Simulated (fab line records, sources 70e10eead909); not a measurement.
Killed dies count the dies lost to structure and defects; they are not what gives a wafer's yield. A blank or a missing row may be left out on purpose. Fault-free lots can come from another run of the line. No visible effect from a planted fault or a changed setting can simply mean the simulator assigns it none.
One fault through the eyes of 2 desks / flow nand harc / what lay behind the numbers comes last; until then each desk has only its own

== THE DEFECT DESK ==
Lot by lot, what the route's inspections counted, given as the mean of those sampled wafers with a number. Any lot whose mean is over 4 standard deviations away from the usual mean is out of limits and marked OUT; that distance is given in the brackets.
Columns: A = raw defect count at NHARC_A_CHANNEL_HOLE_D1_INSPECT_40, usual 71
lot=L960; first seen here=day 9 10:39; A=108
lot=L959; first seen here=day 9 11:59; A=38
lot=L961; first seen here=day 9 22:37; A=105
lot=L963; first seen here=day 11 05:02; A=95
lot=L964; first seen here=day 11 05:10; A=47
lot=L973; first seen here=day 15 06:38; A=419 (+14) OUT
lot=L974; first seen here=day 15 16:52; A=449 (+15) OUT
lot=L976; first seen here=day 16 06:25; A=87
lot=L979; first seen here=day 17 19:44; A=38
lot=L981; first seen here=day 18 11:54; A=62
This desk finds L973, L974 out of limits, L973 being first, at day 15 06:38 (raw defect count at NHARC_A_CHANNEL_HOLE_D1_INSPECT_40). L960, L959, L961, L963, L964, L976, L979, L981 stayed within limits.

== FOR THE TOOL OWNER'S DESK: har etch-01 ==
The tool's own readings at NHARC_A_CHANNEL_HOLE_D1_ETCH_22 (etches the open film in C4F8/O2/Ar, time 666.7 s, target depth 1600 nm): means of the sampled wafers that have a number, for each lot that ran on this tool. Any lot whose mean is over 4 standard deviations away from the usual mean is out of limits and marked OUT; that distance is given in the brackets.
Columns: A = drypump motor current A at NHARC_A_CHANNEL_HOLE_D1_ETCH_22, usual 5.5 A; B = oes air line au at NHARC_A_CHANNEL_HOLE_D1_ETCH_22, usual 0.997 a.u.; C = showerhead plenum p Torr at NHARC_A_CHANNEL_HOLE_D1_ETCH_22, usual 3.65 Torr; D = throttle valve pct at NHARC_A_CHANNEL_HOLE_D1_ETCH_22, usual 32.155 %
lot=L959; first seen here=day 9 07:06; A=5.4; B=1.003; C=3.73; D=32.152
lot=L964; first seen here=day 11 00:20; A=5.3; B=0.985; C=3.70; D=32.147
lot=L973; first seen here=day 15 01:47; A=5.3; B=1.007; C=3.67; D=32.152
lot=L974; first seen here=day 15 12:01; A=5.2; B=0.979; C=3.66; D=32.163
lot=L981; first seen here=day 18 07:01; A=5.3; B=0.988; C=3.65; D=32.152
This desk's finding: nothing out of limits on any of the 5 lots.

== PUT TOGETHER ==
The defect desk could have raised an alarm at day 15 06:38, on L973, L974.
Nothing out of limits was seen by the tool owner's desk.
The tool owner's desk has L973, L974 on record, within its limits.
On har etch-01, each named lot ran NHARC_A_CHANNEL_HOLE_D1_ETCH_22.

== WHAT THE SIMULATOR HAD INSERTED ==
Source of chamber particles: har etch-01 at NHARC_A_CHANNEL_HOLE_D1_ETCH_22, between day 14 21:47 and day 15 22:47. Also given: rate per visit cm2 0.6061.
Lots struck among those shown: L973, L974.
Hours from the fault's start to each desk's first reading out of limits: the defect desk, 9.
